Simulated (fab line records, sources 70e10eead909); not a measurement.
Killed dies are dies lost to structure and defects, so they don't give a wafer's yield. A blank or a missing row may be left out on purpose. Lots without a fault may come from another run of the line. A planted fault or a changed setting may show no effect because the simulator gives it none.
Which tool did it? | flow nand_harc | 12 lots, 36 wafers sampled, at 4 steps of a route of 1302

WHAT THE GAUGES READ, wafer by wafer
The record holds no reading of a measuring or inspecting step that can be judged against a usual standard deviation.

WHICH TOOL RAN EACH LOT (tool, then ch and the chambers of the sampled wafers, then the start)
lot  | NHARC_P_ZERO_WELL_IMPLANT_27    | NHARC_P_STI_ETCH_15              | NHARC_P_GATE_DESCUM_48             | NHARC_P_GATE_STRIP_75
L186 | implanter-02 ch 0, day 1 23:12  | rie_si-01 ch 1,2,3, day 2 20:58  | rie_diel-03 ch 0,2,3, day 5 18:04  | plasma_asher-01 ch 0,1, day 5 18:43
L187 | implanter-02 ch 0, day 2 09:01  | rie_si-03 ch 0,2, day 3 07:00    | rie_diel-03 ch 1,2, day 5 21:10    | plasma_asher-01 ch 0,1, day 5 21:50
L191 | implanter-01 ch 0, day 4 01:01  | rie_si-03 ch 0,2,3, day 5 01:25  | rie_diel-06 ch 0,3, day 7 16:11    | plasma_asher-02 ch 1, day 7 16:50
L192 | implanter-01 ch 0, day 4 10:50  | rie_si-01 ch 0,2,3, day 5 09:02  | rie_diel-06 ch 0,1,3, day 8 03:35  | plasma_asher-02 ch 0,1, day 8 04:22
L193 | implanter-01 ch 0, day 4 20:38  | rie_si-05 ch 0,2,3, day 5 16:05  | rie_diel-03 ch 0,3, day 8 06:16    | plasma_asher-01 ch 0,1, day 8 06:56
L194 | implanter-02 ch 0, day 5 06:54  | rie_si-01 ch 2,3, day 6 04:55    | rie_diel-11 ch 0,2,3, day 8 23:05  | plasma_asher-01 ch 0,1, day 8 23:46
L196 | implanter-02 ch 0, day 6 02:58  | rie_si-01 ch 0,1,2, day 7 00:11  | rie_diel-11 ch 0,2,3, day 9 23:46  | plasma_asher-01 ch 0,1, day 10 00:26
L197 | implanter-01 ch 0, day 6 12:55  | rie_si-03 ch 0,2,3, day 7 11:26  | rie_diel-06 ch 1,3, day 10 04:22   | plasma_asher-02 ch 0,1, day 10 05:01
L201 | implanter-02 ch 0, day 8 05:19  | rie_si-03 ch 0,1,2, day 9 02:56  | rie_diel-06 ch 0,2,3, day 11 16:29 | plasma_asher-01 ch 0,1, day 11 17:08
L204 | implanter-01 ch 0, day 9 11:00  | rie_si-01 ch 0,1,2, day 10 11:08 | rie_diel-03 ch 0,2,3, day 13 08:53 | plasma_asher-02 ch 0,1, day 13 09:33
L205 | implanter-01 ch 0, day 9 20:56  | rie_si-03 ch 0,1,3, day 10 22:08 | rie_diel-03 ch 0,2,3, day 13 20:14 | plasma_asher-02 ch 0,1, day 13 20:55
L209 | implanter-01 ch 0, day 11 13:07 | rie_si-01 ch 1,3, day 12 10:53   | rie_diel-11 ch 0,2,3, day 15 05:51 | plasma_asher-01 ch 0,1, day 15 06:31
- NHARC_P_ZERO_WELL_IMPLANT_27
- NHARC_P_STI_ETCH_15: etches the open film in HBr/Cl2, target depth 300 nm, time 100.1 s.
- NHARC_P_GATE_DESCUM_48: chemistry O2, time 3 s.
- NHARC_P_GATE_STRIP_75: strips in O2.

WHAT THE TOOLS THEMSELVES READ (means of the sampled wafers that have a number; where no wafer has one, the mark that the record gives instead)
NHARC_P_STI_ETCH_15.
lot  | tool      | drypump_motor_current_A (A) | oes_product_au (a.u.) | throttle_valve_pct (%)
L186 | rie_si-01 | 5.8                         | 1.001                 | 26.408
L187 | rie_si-03 | 5.8                         | 0.995                 | 26.404
L191 | rie_si-03 | 5.6                         | 1.003                 | 26.413
L192 | rie_si-01 | 6.1                         | 1.005                 | 26.405
L193 | rie_si-05 | 5.9                         | 1.000                 | 26.403
L194 | rie_si-01 | 6.4                         | 0.996                 | 26.404
L196 | rie_si-01 | 5.6                         | 0.993                 | 26.405
L197 | rie_si-03 | 5.6                         | 1.003                 | 26.409
L201 | rie_si-03 | 5.6                         | 1.001                 | 26.407
L204 | rie_si-01 | 5.5                         | 0.996                 | 26.408
L205 | rie_si-03 | 5.9                         | 1.001                 | 26.414
L209 | rie_si-01 | 6.0                         | 1.006                 | 26.406

NHARC_P_GATE_DESCUM_48.
lot  | tool        | drypump_motor_current_A (A) | oes_product_au (a.u.) | rf_vpp_V (V) | showerhead_plenum_p_Torr (Torr) | throttle_valve_pct (%)
L186 | rie_diel-03 | 5.8                         | 0.992                 | 57.6         | 1.92                            | 11.309
L187 | rie_diel-03 | 5.4                         | 0.997                 | 57.7         | 1.93                            | 11.310
L191 | rie_diel-06 | 5.4                         | 1.005                 | 58.3         | 2.03                            | 11.319
L192 | rie_diel-06 | 5.5                         | 1.007                 | 59.1         | 2.02                            | 11.315
L193 | rie_diel-03 | 5.9                         | 0.981                 | 57.4         | 1.99                            | 11.313
L194 | rie_diel-11 | 5.5                         | 1.007                 | 57.0         | 1.92                            | 11.321
L196 | rie_diel-11 | 5.5                         | 0.999                 | 57.9         | 1.92                            | 11.310
L197 | rie_diel-06 | 5.8                         | 0.997                 | 57.9         | 2.05                            | 11.317
L201 | rie_diel-06 | 5.4                         | 1.001                 | 57.7         | 2.01                            | 11.305
L204 | rie_diel-03 | 5.8                         | 0.993                 | 57.2         | 1.92                            | 11.318
L205 | rie_diel-03 | 5.8                         | 1.002                 | 57.3         | 1.92                            | 11.315
L209 | rie_diel-11 | 5.4                         | 0.995                 | 58.1         | 1.92                            | 11.308

NHARC_P_GATE_STRIP_75.
lot  | tool            | drypump_motor_current_A (A) | heater_power_w (W) | rf_refl_power_W (W) | temp_c (C)
L186 | plasma_asher-01 | 6.2                         | 305                | 18                  | 250.07
L187 | plasma_asher-01 | 5.8                         | 321                | 14                  | 250.10
L191 | plasma_asher-02 | 6.1                         | 308                | 19                  | 250.17
L192 | plasma_asher-02 | 6.0                         | 322                | 24                  | 250.03
L193 | plasma_asher-01 | 5.9                         | 314                | 14                  | 249.95
L194 | plasma_asher-01 | 5.9                         | 314                | 15                  | 250.14
L196 | plasma_asher-01 | 5.9                         | 316                | 14                  | 249.97
L197 | plasma_asher-02 | 5.8                         | 345                | 29                  | 249.99
L201 | plasma_asher-01 | 5.9                         | 310                | 14                  | 250.02
L204 | plasma_asher-02 | 6.0                         | 322                | 24                  | 249.85
L205 | plasma_asher-02 | 5.8                         | 331                | 29                  | 249.99
L209 | plasma_asher-01 | 5.8                         | 316                | 14                  | 249.96

THE ANSWER, worked out from the rows above alone
Rule: what is usual is taken from the lots themselves. Put in order of their means at a reading, lots are off if they are a third of the lots or fewer, leave a main group of 4 or more, and stand apart from it by a gap of 3 or more times the standard deviation of the main group's means; of several such gaps the widest counts. A main group whose means are all the same, to the digits that the tables above print for the reading, isn't used. A lot without any number at a reading at which 4 lots or more have one is off too. The other lots that the step has rows for count as sound. The gauges are gone through in route order, then the tools' own readings, and for those a lot's mean is taken as printed above. The first step at which some lot is off is used, and at that step the reading that is off furthest; a lot without a number counts as furthest.
No lot is off at any reading shown: from this, nothing can be told.

WHAT THE SIMULATOR HAD PUT IN
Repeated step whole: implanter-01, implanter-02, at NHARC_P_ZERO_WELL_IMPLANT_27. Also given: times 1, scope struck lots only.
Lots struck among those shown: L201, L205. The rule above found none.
